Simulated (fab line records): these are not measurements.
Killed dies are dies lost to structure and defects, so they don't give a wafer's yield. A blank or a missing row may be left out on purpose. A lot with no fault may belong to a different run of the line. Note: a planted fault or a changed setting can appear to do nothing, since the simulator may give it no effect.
fab line records    flow n5_finfet
[record] lots = 7  wafers = 21
route steps=1938 shown BEOL_M10@1476 BEOL_M11@1546 BEOL_M12@1604
start_h: hours from the record's first day to the start of the lot's first wafer shown    wait_h: hours elapsed since this lot's preceding step    " unchanged from the row above    L1.1+2: one row covering several wafers at once    - no value, or no start was given    * or withheld: withheld    < > ~ a bound
route shown NAME@n: names a module that has steps shown in the file, with the first one's number in the route    usual: the fault-free wafers' mean and standard deviation    same: alike in all rows    chamber/n: place in a boat    sites: readings site by site    _std_site: the standard deviation of these    _edge_site: the outer-site mean with the inner-site mean subtracted    radius_mm: how far each site lies from the wafer's centre    mask NAME#n: copy n    behind: the most recent tool/chamber to have shaped the wafer    hold: the reason the lot was held/the length of the hold in hours/how it ended    device: the n, p or np transistor that did not switch    end of line: the route-end tests of the same wafers    a step without rows: its recipe alone    killed: the dies lost at the first sort to structure and to defects; this is not the yield of the wafer    map: dies across one wafer; x = killed, . = not, _ = none there
set.NAME: the run value of the setting; set.NAME@STEP: its run value at that earlier step    model.NAME: the simulator's own value behind a step, which no gauge read
lots run with intentionally changed settings; tables by step, rows by wafer
[[steps]]
[step N5_BEOL_M10_COAT_60]
[recipe] resist = SiARC  temp_c = 220  time_s = 60  spin_rpm = 1500  resist_thk_nm = 30
lot.wafer   tool            chamber  start_h  wait_h  set.spin_rpm  model.SiARC_of_BEOL_M10_COAT_60.thk_nm
L079.1+3+4  litho_track-05  0        -        -       1500          30
L078.2+3    litho_track-04  0        -        -       1632          29
L078.6      "               0        "        "       1500          30.2
L084.3+4    litho_track-04  0        -        -       1500          30
L084.5      "               0        "        "       1500          30.2
L085.3+4+5  litho_track-05  0        -        -       1500          30
L088.1      litho_track-03  0        -        -       1650          28.6
L088.3      "               0        "        "       1500          30.2
L088.4      "               0        "        "       1500          30
L091.2+6    litho_track-04  0        -        -       1422          31
L091.3      "               0        "        "       1500          30.2
L097.2      litho_track-05  0        -        -       1500          30
L097.3+5    "               0        "        "       1451          30.6
[step N5_BEOL_M10_COAT_05]
[recipe] resist = CAR-ArF  spin_rpm = 1500  resist_thk_nm = 90
lot.wafer  tool            chamber  start_h  wait_h  set.spin_rpm  model.CAR-ArF_of_BEOL_M10_COAT_05.thk_nm
L079.1+4   litho_track-05  0        -        -       1500          89.8
L079.3     "               0        "        "       1500          90
L078.2+6   litho_track-04  0        -        -       1606          86.8
L078.3     "               0        "        "       1500          90
L084.3     litho_track-04  0        -        -       1611          87
L084.4     "               0        "        "       1611          86.8
L084.5     "               0        "        "       1500          89.8
L085.3+5   litho_track-05  0        -        -       1625          86.6
L085.4     "               0        "        "       1625          86.4
L088.1     litho_track-03  0        -        -       1385          93.4
L088.3     "               0        "        "       1500          89.8
L088.4     "               0        "        "       1385          93.2
L091.2     litho_track-04  0        -        -       1500          90
L091.3     "               0        "        "       1438          92
L091.6     "               0        "        "       1500          90.4
L097.2+5   litho_track-05  0        -        -       1431          92.2
L097.3     "               0        "        "       1500          90.2
[step N5_BEOL_M10_EBR_07]
[recipe] solvent = PGMEA  ebr_width_mm = 1.5
[step N5_BEOL_M10_SOFTBAKE_06]
[recipe] temp_c = 110  time_s = 60  resist = CAR-ArF
[step N5_BEOL_M10_DESCUM_16]
[recipe] chemistry = O2  time_s = 7.9  source_power_w = 50  bias_power_w = 20  pressure_mtorr = 20  rf_frequency_hz = 2.712e+07  temp_c = 40  resist = CAR-ArF  o2_flow_sccm = 225
lot.wafer  tool         chamber  start_h  wait_h  set.spin_rpm@BEOL_M10_COAT_05  model.CAR-ArF_of_BEOL_M10_COAT_05.thk_nm
L079.1+4   rie_diel-01  3,0      258.39   0.0     1500                           83.2
L079.3     "            1        "        "       1500                           83.4
L078.2+6   rie_diel-05  3,1      259.26   0.0     1606                           80.2
L078.3     "            0        "        "       1500                           83.4
L084.3     rie_diel-01  1        306.45   0.0     1611                           80.4
L084.4     "            0        "        "       1611                           80.2
L084.5     "            3        "        "       1500                           83.4
L085.3+5   rie_diel-06  3,0      306.49   0.0     1625                           80
L085.4     "            3        "        "       1625                           79.8
L088.1     rie_diel-06  1        313.49   0.0     1385                           86.8
L088.3     "            3        "        "       1500                           83.2
L088.4     "            2        "        "       1385                           86.6
L091.2     rie_diel-05  3        320.49   0.6     1500                           83.4
L091.3     "            2        "        "       1438                           85.4
L091.6     "            2        "        "       1500                           83.8
L097.2+5   rie_diel-05  2,3      366.51   0.1     1431                           85.6
L097.3     "            3        "        "       1500                           83.6
[step N5_BEOL_M10_ETCH_61]
[recipe] chemistry = CF4  target = SiARC  target_depth_a = 390  mask_material = CAR-ArF  time_s = 65  ion_energy_ev = 80  pressure_mtorr = 40  source_w = 545  bias_w = 36  Ar_flow_sccm = 100  cf4_flow_sccm = 100  ends = cleared
lot.wafer  tool         chamber  start_h  wait_h  set.spin_rpm@BEOL_M10_COAT_60  set.spin_rpm@BEOL_M10_COAT_05  model.CAR-ArF_of_BEOL_M10_COAT_05.thk_nm  model.etch.depth_nm
L079.1     rie_diel-01  3        258.43   0.0     1500                           1500                           55.2                                      30.1
L079.3     "            1        "        "       1500                           1500                           55.4                                      30.03
L079.4     "            0        "        "       1500                           1500                           55.2                                      30.06
L078.2     rie_diel-05  3        259.29   0.0     1632                           1606                           53.2                                      29.01
L078.3     "            0        "        "       1632                           1500                           56.4                                      29.01
L078.6     "            1        "        "       1500                           1606                           52.2                                      30.19
L084.3     rie_diel-01  1        306.49   0.0     1500                           1611                           52.4                                      30.01
L084.4     "            0        "        "       1500                           1611                           52.2                                      30.03
L084.5     "            3        "        "       1500                           1500                           55.2                                      30.16
L085.3     rie_diel-06  3        306.53   0.0     1500                           1625                           52                                        30.05
L085.4     "            3        "        "       1500                           1625                           51.8                                      30.07
L085.5     "            0        "        "       1500                           1625                           52.2                                      30.01
L088.1     rie_diel-06  1        313.53   0.0     1650                           1385                           60.2                                      28.56
L088.3     "            3        "        "       1500                           1500                           55.2                                      30.12
L088.4     "            2        "        "       1500                           1385                           58.6                                      30.08
L091.2     rie_diel-05  3        320.52   0.0     1422                           1500                           54.6                                      31.09
L091.3     "            2        "        "       1500                           1438                           57.2                                      30.25
L091.6     "            2        "        "       1422                           1500                           54.8                                      31.08
L097.2     rie_diel-05  2        366.55   0.0     1500                           1431                           57.6                                      30.05
L097.3     "            3        "        "       1451                           1500                           55.2                                      30.59
L097.5     "            3        "        "       1451                           1431                           57.2                                      30.59
[step N5_BEOL_M10_ETCH_62]
[recipe] chemistry = N2/H2  target = SOC  target_depth_a = 1100  overetch_a = 220  mask_material = SiARC  temp_c = 40  time_s = 165  ion_energy_ev = 200  pressure_mtorr = 30  source_w = 840  bias_w = 150  n2_flow_sccm = 200  h2_flow_sccm = 200
lot.wafer  tool         chamber  start_h  wait_h  set.spin_rpm@BEOL_M10_COAT_60  model.SiARC_of_BEOL_M10_COAT_60.thk_nm
L079.1+4   rie_diel-01  3,0      258.48   0.0     1500                           23.6
L079.3     "            1        "        "       1500                           23.4
L078.2     rie_diel-05  3        259.34   0.0     1632                           22.4
L078.3     "            0        "        "       1632                           22.6
L078.6     "            1        "        "       1500                           23.4
L084.3     rie_diel-01  1        306.54   0.0     1500                           23.4
L084.4     "            0        "        "       1500                           23.8
L084.5     "            3        "        "       1500                           23.6
L085.3+4   rie_diel-06  3        306.58   0.0     1500                           23.2
L085.5     "            0        "        "       1500                           23.6
L088.1     rie_diel-06  1        313.58   0.0     1650                           22.2
L088.3     "            3        "        "       1500                           23.4
L088.4     "            2        "        "       1500                           23.6
L091.2     rie_diel-05  3        320.57   0.0     1422                           24.6
L091.3     "            2        "        "       1500                           23.6
L091.6     "            2        "        "       1422                           24.4
L097.2     rie_diel-05  2        366.60   0.0     1500                           23.2
L097.3+5   "            3        "        "       1451                           24
[step N5_BEOL_M11_EXPOSE_08]
[recipe] mask_id = M11  na = 1.35  source_shape = dipole  sigma_inner = 0.411  sigma_outer = 0.611  polarization = te  dose_mj = 53.75
lot.wafer   tool             chamber  start_h  wait_h  mask   set.dose_mj
L079.1+3+4  arfi_scanner-03  0        266.83   -       M11#0  53.75
L078.2      arfi_scanner-01  0        267.05   -       M11#0  54.81
L078.3+6    "                0        "        "       M11#0  53.75
L085.3+5    arfi_scanner-01  0        313.33   -       M11#0  53.75
L085.4      "                0        "        "       M11#0  51.44
L084.3+4+5  arfi_scanner-01  0        313.53   -       M11#0  53.75
L088.1+3    arfi_scanner-01  0        319.81   -       M11#0  53.75
L088.4      "                0        "        "       M11#0  57.42
L091.2+3+6  arfi_scanner-02  0        328.59   -       M11#0  53.75
L097.2+3+5  arfi_scanner-03  0        373.98   -       M11#0  53.75
[step N5_BEOL_M11_PEB_09]
[recipe] peb_temp_c = withheld  peb_time_s = 60  resist = CAR-ArF
[step N5_BEOL_M11_DEVELOP_10]
[recipe] develop_time_s = 30  developer = TMAH  resist = CAR-ArF  rinse_liquid = diw  dry = air_spin  dev_temp_c = 23
[step N5_BEOL_M11_CD_MEAS_11]
[recipe] target_cd_nm = 64.1  landing_energy_ev = 500  detector = se_inlens  polarity = opening
[usual] cd_nm = 64.2/0.72
lot.wafer  tool       chamber  start_h  wait_h  set.dose_mj@BEOL_M11_EXPOSE_08  cd_nm
L079.1     cd_sem-02  0        266.96   -       53.75                           64.1
L079.3     "          0        "        "       53.75                           64.8
L079.4     "          0        "        "       53.75                           64.3
L078.2     cd_sem-01  0        267.18   -       54.81                           65.0
L078.3     "          0        "        "       53.75                           63.4
L078.6     "          0        "        "       53.75                           62.9
L085.3     cd_sem-01  0        313.45   -       53.75                           64.1
L085.4     "          0        "        "       51.44                           61.0
L085.5     "          0        "        "       53.75                           64.3
L084.3     cd_sem-03  0        313.64   -       53.75                           64.5
L084.4     "          0        "        "       53.75                           65.9
L084.5     "          0        "        "       53.75                           64.7
L088.1     cd_sem-03  0        319.93   -       53.75                           62.4
L088.3     "          0        "        "       53.75                           62.5
L088.4     "          0        "        "       57.42                           66.0
L091.2     cd_sem-02  0        328.71   -       53.75                           65.0
L091.3     "          0        "        "       53.75                           64.8
L091.6     "          0        "        "       53.75                           65.0
L097.2     cd_sem-01  0        374.10   -       53.75                           64.4
L097.3     "          0        "        "       53.75                           63.9
L097.5     "          0        "        "       53.75                           63.5
[step N5_BEOL_M11_DESCUM_16]
[recipe] chemistry = O2  time_s = 7.9  source_power_w = 50  bias_power_w = 20  pressure_mtorr = 20  rf_frequency_hz = 2.712e+07  temp_c = 40  resist = CAR-ArF  o2_flow_sccm = 225
lot.wafer  tool         chamber  start_h  wait_h  set.time_s  model.CAR-ArF_of_BEOL_M11_COAT_05.thk_nm
L079.1+4   rie_diel-02  0,3      267.05   0.0     7.9         83.4
L079.3     "            1        "        "       7.9         83.6
L078.2     rie_diel-04  3        267.34   0.1     6.625       84.4
L078.3     "            1        "        "       7.9         83.6
L078.6     "            1        "        "       6.625       84.6
L085.3+5   rie_diel-03  2        313.54   0.0     7.9         83.2
L085.4     "            3        "        "       9.194       82.6
L084.3     rie_diel-02  2        313.75   0.1     6.315       84
L084.4     "            1        "        "       7.9         83.2
L084.5     "            0        "        "       6.315       84.4
L088.1     rie_diel-02  0        320.02   0.0     7.9         83
L088.3     "            3        "        "       6.982       83.8
L088.4     "            1        "        "       7.9         83.2
L091.2     rie_diel-02  2        328.81   0.0     7.9         83.2
L091.3     "            3        "        "       7.9         83.6
L091.6     "            0        "        "       8.954       83
L097.2     rie_diel-03  3        374.25   0.1     7.9         83.6
L097.3     "            2        "        "       7.9         83.8
L097.5     "            3        "        "       8.771       83
[step N5_BEOL_M11_ETCH_61]
[recipe] chemistry = CF4  target = SiARC  target_depth_a = 390  mask_material = CAR-ArF  time_s = 65  ion_energy_ev = 80  pressure_mtorr = 40  source_w = 545  bias_w = 36  Ar_flow_sccm = 100  cf4_flow_sccm = 100  ends = cleared
lot.wafer  tool         chamber  start_h  wait_h  set.dose_mj@BEOL_M11_EXPOSE_08  set.time_s@BEOL_M11_DESCUM_16  model.CAR-ArF_of_BEOL_M11_COAT_05.thk_nm  model.BEOL_M11.cd_offset_nm
L079.1     rie_diel-02  0        267.08   0.0     53.75                           7.9                            55.4                                      0
L079.3     "            1        "        "       53.75                           7.9                            55.6                                      0.4
L079.4     "            3        "        "       53.75                           7.9                            55.4                                      -0.4
L078.2     rie_diel-04  3        267.37   0.0     54.81                           6.625                          56.6                                      0.2
L078.3     "            1        "        "       53.75                           7.9                            55.6                                      -0.4
L078.6     "            1        "        "       53.75                           6.625                          56.6                                      -1.2
L085.3     rie_diel-03  2        313.57   0.0     53.75                           7.9                            55.2                                      -0.6
L085.4     "            3        "        "       51.44                           9.194                          54.6                                      -2.6
L085.5     "            2        "        "       53.75                           7.9                            55.2                                      -0.4
L084.3     rie_diel-02  2        313.78   0.0     53.75                           6.315                          56                                        0
L084.4     "            1        "        "       53.75                           7.9                            55                                        1.2
L084.5     "            0        "        "       53.75                           6.315                          56.4                                      0.6
L088.1     rie_diel-02  0        320.06   0.0     53.75                           7.9                            55                                        -1.4
L088.3     "            3        "        "       53.75                           6.982                          55.8                                      -1.2
L088.4     "            1        "        "       57.42                           7.9                            55.4                                      1.8
L091.2     rie_diel-02  2        328.84   0.0     53.75                           7.9                            55                                        0.8
L091.3     "            3        "        "       53.75                           7.9                            55.6                                      0.8
L091.6     "            0        "        "       53.75                           8.954                          55                                        1.4
L097.2     rie_diel-03  3        374.28   0.0     53.75                           7.9                            55.6                                      0
L097.3     "            2        "        "       53.75                           7.9                            55.6                                      -0.4
L097.5     "            3        "        "       53.75                           8.771                          55                                        -0.2
[step N5_BEOL_M11_ETCH_62]
[recipe] chemistry = N2/H2  target = SOC  target_depth_a = 1100  overetch_a = 220  mask_material = SiARC  temp_c = 40  time_s = 165  ion_energy_ev = 200  pressure_mtorr = 30  source_w = 840  bias_w = 150  n2_flow_sccm = 200  h2_flow_sccm = 200
[step N5_BEOL_M11_STRIP_68]
[recipe] chemistry = N2/H2  temp_c = 40  n2_flow_sccm = 200  h2_flow_sccm = 200  rf_frequency_hz = 6e+07
[step N5_BEOL_M11_STRIP_67]
[recipe] chemistry = CF4  resist = SiARC  power_w = 300  bias_power_w = 75  pressure_mtorr = 50  cf4_flow_sccm = 150  rf_frequency_hz = 6e+07
[step N5_BEOL_M11_HM_OPEN_17]
[recipe] chemistry = Cl2/BCl3  target_depth_a = 200  overetch_a = 60  target = TiN  mask_material = SOC  ion_energy_ev = 150  pressure_mtorr = 10  icp_w = 1000  bias_w = 126  Cl2_flow_sccm = 53.25  bcl3_flow_sccm = 21.75  Ar_flow_sccm = 25
lot.wafer  tool          chamber  start_h  wait_h  set.dose_mj@BEOL_M11_EXPOSE_08  model.BEOL_M11.cd_offset_nm
L079.1     rie_metal-01  1        267.32   0.0     53.75                           0
L079.3     "             1        "        "       53.75                           0.4
L079.4     "             0        "        "       53.75                           -0.6
L078.2     rie_metal-03  0        267.61   0.0     54.81                           0.4
L078.3     "             0        "        "       53.75                           -0.6
L078.6     "             0        "        "       53.75                           -1.2
L085.3     rie_metal-02  1        313.84   0.1     53.75                           -0.6
L085.4     "             0        "        "       51.44                           -2.6
L085.5     "             1        "        "       53.75                           -0.8
L084.3     rie_metal-02  0        314.05   0.1     53.75                           -0.2
L084.4     "             1        "        "       53.75                           1.2
L084.5     "             0        "        "       53.75                           0.4
L088.1     rie_metal-02  0        320.29   0.0     53.75                           -1.6
L088.3     "             0        "        "       53.75                           -1.8
L088.4     "             1        "        "       57.42                           1.8
L091.2     rie_metal-02  0        329.08   0.0     53.75                           0.4
L091.3     "             1        "        "       53.75                           0.8
L091.6     "             0        "        "       53.75                           1.2
L097.2     rie_metal-01  1        374.54   0.0     53.75                           0.2
L097.3     "             0        "        "       53.75                           -0.6
L097.5     "             0        "        "       53.75                           -0.4
[step N5_BEOL_M11_STRIP_19]
[recipe] chemistry = O2  power_w = 400  temp_c = 40  pressure_mtorr = 30  rf_frequency_hz = 6e+07  bias_power_w = 0  overash_fraction = 0.2  o2_flow_sccm = 225
[step N5_BEOL_M11_CD_MEAS_18]
[recipe] pitch_nm = 140  target_cd_nm = 70
[usual] cd_nm = 70.0/0.73
lot.wafer  tool       chamber  start_h  wait_h  set.dose_mj@BEOL_M11_EXPOSE_08  cd_nm
L079.1     cd_sem-01  -        267.69   0.0     53.75                           70.1
L079.3     "          -        "        "       53.75                           70.4
L079.4     "          -        "        "       53.75                           69.0
L078.2     cd_sem-03  -        267.80   0.1     54.81                           70.5
L078.3     "          -        "        "       53.75                           69.1
L078.6     "          -        "        "       53.75                           68.7
L085.3     cd_sem-02  -        314.07   0.1     53.75                           69.2
L085.4     "          -        "        "       51.44                           67.2
L085.5     "          -        "        "       53.75                           69.8
L084.3     cd_sem-01  -        314.20   0.1     53.75                           70.1
L084.4     "          -        "        "       53.75                           71.4
L084.5     "          -        "        "       53.75                           70.6
L088.1     cd_sem-02  -        320.57   0.0     53.75                           68.4
L088.3     "          -        "        "       53.75                           68.2
L088.4     "          -        "        "       57.42                           72.0
L091.2     cd_sem-01  -        329.26   0.1     53.75                           70.4
L091.3     "          -        "        "       53.75                           70.8
L091.6     "          -        "        "       53.75                           71.2
L097.2     cd_sem-01  -        374.72   0.1     53.75                           70.3
L097.3     "          -        "        "       53.75                           69.4
L097.5     "          -        "        "       53.75                           69.6
[step N5_BEOL_M11_COAT_63]
[recipe] resist = SOC  temp_c = 250  time_s = 60  spin_rpm = 1500  resist_thk_nm = 100
[step N5_BEOL_M11_COAT_64]
[recipe] resist = SiARC  temp_c = 220  time_s = 60  spin_rpm = 1500  resist_thk_nm = 30
[step N5_BEOL_M11_PRECLEAN_42]
[recipe] chemistry = residue_remover  time_s = 60  temp_c = 40
[step N5_BEOL_M11_SRD_43]
[recipe] time_s = 30  temp_c = 23  rinse_liquid = diw  dry = ipa_marangoni
[step N5_BEOL_M11_CD_MEAS_35]
[recipe] target_cd_nm = 70  polarity = opening
[usual] cd_nm = 70.0/0.75
lot.wafer  tool       chamber  start_h  wait_h  set.dose_mj@BEOL_M11_EXPOSE_08  cd_nm
L079.1     cd_sem-03  -        273.26   0.0     53.75                           70.2
L079.3     "          -        "        "       53.75                           70.7
L079.4     "          -        "        "       53.75                           69.4
L078.2     cd_sem-02  -        273.42   0.0     54.81                           70.3
L078.3     "          -        "        "       53.75                           69.2
L078.6     "          -        "        "       53.75                           68.6
L085.3     cd_sem-02  -        315.26   0.0     53.75                           69.1
L085.4     "          -        "        "       51.44                           67.2
L085.5     "          -        "        "       53.75                           69.0
L084.3     cd_sem-01  -        315.59   0.0     53.75                           69.8
L084.4     "          -        "        "       53.75                           71.2
L084.5     "          -        "        "       53.75                           70.6
L088.1     cd_sem-03  -        325.51   0.0     53.75                           68.3
L088.3     "          -        "        "       53.75                           68.7
L088.4     "          -        "        "       57.42                           71.5
L091.2     cd_sem-03  -        331.75   0.0     53.75                           70.3
L091.3     "          -        "        "       53.75                           71.2
L091.6     "          -        "        "       53.75                           71.4
L097.2     cd_sem-01  -        377.78   0.0     53.75                           70.4
L097.3     "          -        "        "       53.75                           69.5
L097.5     "          -        "        "       53.75                           70.0
[step N5_BEOL_M12_COAT_58]
[recipe] resist = BARC  temp_c = 205  time_s = 60  spin_rpm = 1500  resist_thk_nm = 89
lot.wafer   tool            chamber  start_h  wait_h  set.spin_rpm  model.BARC_of_BEOL_M12_COAT_58.thk_nm
L079.1+4    litho_track-03  0        276.08   0.0     1500          89.4
L079.3      "               0        "        "       1500          89.2
L078.2+3    litho_track-03  0        276.36   0.0     1500          89.4
L078.6      "               0        "        "       1655          85.2
L085.3      litho_track-02  0        318.14   0.0     1614          85.8
L085.4+5    "               0        "        "       1500          89
L084.3      litho_track-05  0        318.40   0.0     1500          88.6
L084.4      "               0        "        "       1500          89
L084.5      "               0        "        "       1500          88.8
L088.1+4    litho_track-02  0        328.83   0.0     1500          89.4
L088.3      "               0        "        "       1500          89.2
L091.2      litho_track-03  0        334.55   0.0     1436          90.8
L091.3+6    "               0        "        "       1500          89
L097.2+3+5  litho_track-05  0        380.17   0.0     1500          88.8
[step N5_BEOL_M12_COAT_04]
[recipe] spin_rpm = 1625  resist_thk_nm = 400
[step N5_BEOL_M12_EBR_06]
[recipe] solvent = PGMEA  ebr_width_mm = 1.5
[step N5_BEOL_M12_DESCUM_15]
[recipe] chemistry = O2  time_s = 7.9  source_power_w = 50  bias_power_w = 20  pressure_mtorr = 20  rf_frequency_hz = 2.712e+07  temp_c = 40  o2_flow_sccm = 225
[step N5_BEOL_M12_ETCH_59]
[recipe] chemistry = N2/H2  target = BARC  target_depth_a = 890  overetch_a = 267  time_s = 67.9  ion_energy_ev = 200  pressure_mtorr = 30  source_w = 840  bias_w = 150  n2_flow_sccm = 200  h2_flow_sccm = 200
lot.wafer  tool         chamber  start_h  wait_h  set.spin_rpm@BEOL_M12_COAT_58  model.etch.depth_nm
L079.1     rie_diel-01  0        276.48   0.0     1500                           89.37
L079.3     "            1        "        "       1500                           89.23
L079.4     "            2        "        "       1500                           89.41
L078.2+3   rie_diel-06  3,1      277.20   0.0     1500                           89.31
L078.6     "            0        "        "       1655                           85.23
L085.3     rie_diel-06  3        318.53   0.0     1614                           85.72
L085.4     "            2        "        "       1500                           88.93
L085.5     "            3        "        "       1500                           88.94
L084.3     rie_diel-06  0        318.87   0.0     1500                           88.6
L084.4     "            1        "        "       1500                           89
L084.5     "            3        "        "       1500                           88.84
L088.1     rie_diel-01  0        329.23   0.0     1500                           89.37
L088.3     "            3        "        "       1500                           89.29
L088.4     "            2        "        "       1500                           89.32
L091.2     rie_diel-05  3        335.00   0.0     1436                           90.87
L091.3     "            1        "        "       1500                           89.06
L091.6     "            2        "        "       1500                           89.04
L097.2     rie_diel-01  3        380.57   0.0     1500                           88.75
L097.3     "            1        "        "       1500                           88.88
L097.5     "            2        "        "       1500                           88.73
[step N5_BEOL_M12_VIA_ETCH_16]
[recipe] chemistry = C4F8/O2/Ar  target = SiOC  pressure_mtorr = 30  source_w = 3000  bias_w = 700  Ar_flow_sccm = 400  C4F8_flow_sccm = 15  O2_flow_sccm = 8  he_inner_torr = 15  he_outer_torr = 30  target_depth_a = 7248  time_s = withheld  ion_energy_ev = 250  ends = cleared
[step N5_BEOL_M12_STRIP_63]
[recipe] chemistry = N2/H2  power_w = 1000  temp_c = 250  h2_frac = 0.65  overash_fraction = 0.3  pressure_mtorr = 1000  n2_flow_sccm = 1750  h2_flow_sccm = 3250
[step N5_BEOL_M12_STRIP_64]
[recipe] chemistry = N2/H2  power_w = 1000  temp_c = 250  h2_frac = 0.65  overash_fraction = 0.3  pressure_mtorr = withheld  n2_flow_sccm = 1750  h2_flow_sccm = 3250
[usual] strip_time_to_endpoint_s = 31.31/0.088
lot.wafer  tool             chamber  start_h  wait_h  set.spin_rpm@BEOL_M12_COAT_58  strip_time_to_endpoint_s
L079.1     plasma_asher-02  0        276.79   0.0     1500                           31.42
L079.3     "                0        "        "       1500                           31.38
L079.4     "                1        "        "       1500                           31.43
L078.2     plasma_asher-01  0        277.51   0.0     1500                           31.39
L078.3     "                0        "        "       1500                           31.41
L078.6     "                0        "        "       1655                           30.24
L085.3     plasma_asher-02  0        318.87   0.0     1614                           30.38
L085.4     "                1        "        "       1500                           31.28
L085.5     "                1        "        "       1500                           31.29
L084.3     plasma_asher-02  1        319.20   0.0     1500                           31.19
L084.4     "                0        "        "       1500                           31.31
L084.5     "                1        "        "       1500                           31.26
L088.1     plasma_asher-02  1        329.54   0.0     1500                           31.42
L088.3     "                1        "        "       1500                           31.39
L088.4     "                0        "        "       1500                           31.42
L091.2     plasma_asher-02  0        335.31   0.0     1436                           31.85
L091.3     "                1        "        "       1500                           31.32
L091.6     "                0        "        "       1500                           31.31
L097.2     plasma_asher-01  0        380.88   0.0     1500                           31.25
L097.3     "                0        "        "       1500                           31.28
L097.5     "                0        "        "       1500                           31.24
[[key]]
[split] step = N5_BEOL_M10_COAT_60  setting = spin_rpm  stated = 1500  by = wafer
[response] step = N5_BEOL_M10_COAT_60  reading = model.SiARC_of_BEOL_M10_COAT_60.thk_nm  change = -0.147  per = 1%  r = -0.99
[response] step = N5_BEOL_M10_ETCH_61  reading = model.etch.depth_nm  change = -0.148  per = 1%  r = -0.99
[response] step = N5_BEOL_M10_ETCH_62  reading = model.SiARC_of_BEOL_M10_COAT_60.thk_nm  change = -0.131  per = 1%  r = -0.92
[split] step = N5_BEOL_M10_COAT_05  setting = spin_rpm  stated = 1500  by = wafer
[response] step = N5_BEOL_M10_COAT_05  reading = model.CAR-ArF_of_BEOL_M10_COAT_05.thk_nm  change = -0.434  per = 1%  r = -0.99
[response] step = N5_BEOL_M10_DESCUM_16  reading = model.CAR-ArF_of_BEOL_M10_COAT_05.thk_nm  change = -0.441  per = 1%  r = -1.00
[response] step = N5_BEOL_M10_ETCH_61  reading = model.CAR-ArF_of_BEOL_M10_COAT_05.thk_nm  change = -0.497  per = 1%  r = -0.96
[split] step = N5_BEOL_M11_EXPOSE_08  setting = dose_mj  stated = 53.75  by = wafer
[response] step = N5_BEOL_M11_CD_MEAS_11  reading = cd_nm  change = +0.599  per = 1%  r = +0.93
[response] step = N5_BEOL_M11_ETCH_61  reading = model.BEOL_M11.cd_offset_nm  change = +0.466  per = 1%  r = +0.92
[response] step = N5_BEOL_M11_HM_OPEN_17  reading = model.BEOL_M11.cd_offset_nm  change = +0.502  per = 1%  r = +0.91
[response] step = N5_BEOL_M11_CD_MEAS_18  reading = cd_nm  change = +0.56  per = 1%  r = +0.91
[response] step = N5_BEOL_M11_CD_MEAS_35  reading = cd_nm  change = +0.448  per = 1%  r = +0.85
[split] step = N5_BEOL_M11_DESCUM_16  setting = time_s  stated = 7.9  by = wafer
[response] step = N5_BEOL_M11_DESCUM_16  reading = model.CAR-ArF_of_BEOL_M11_COAT_05.thk_nm  change = -0.048  per = 1%  r = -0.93
[response] step = N5_BEOL_M11_ETCH_61  reading = model.CAR-ArF_of_BEOL_M11_COAT_05.thk_nm  change = -0.0495  per = 1%  r = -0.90
[split] step = N5_BEOL_M12_COAT_58  setting = spin_rpm  stated = 1500  by = wafer
[response] step = N5_BEOL_M12_COAT_58  reading = model.BARC_of_BEOL_M12_COAT_58.thk_nm  change = -0.413  per = 1%  r = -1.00
[response] step = N5_BEOL_M12_ETCH_59  reading = model.etch.depth_nm  change = -0.407  per = 1%  r = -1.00
[response] step = N5_BEOL_M12_STRIP_64  reading = strip_time_to_endpoint_s  change = *  per = 1%  r = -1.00
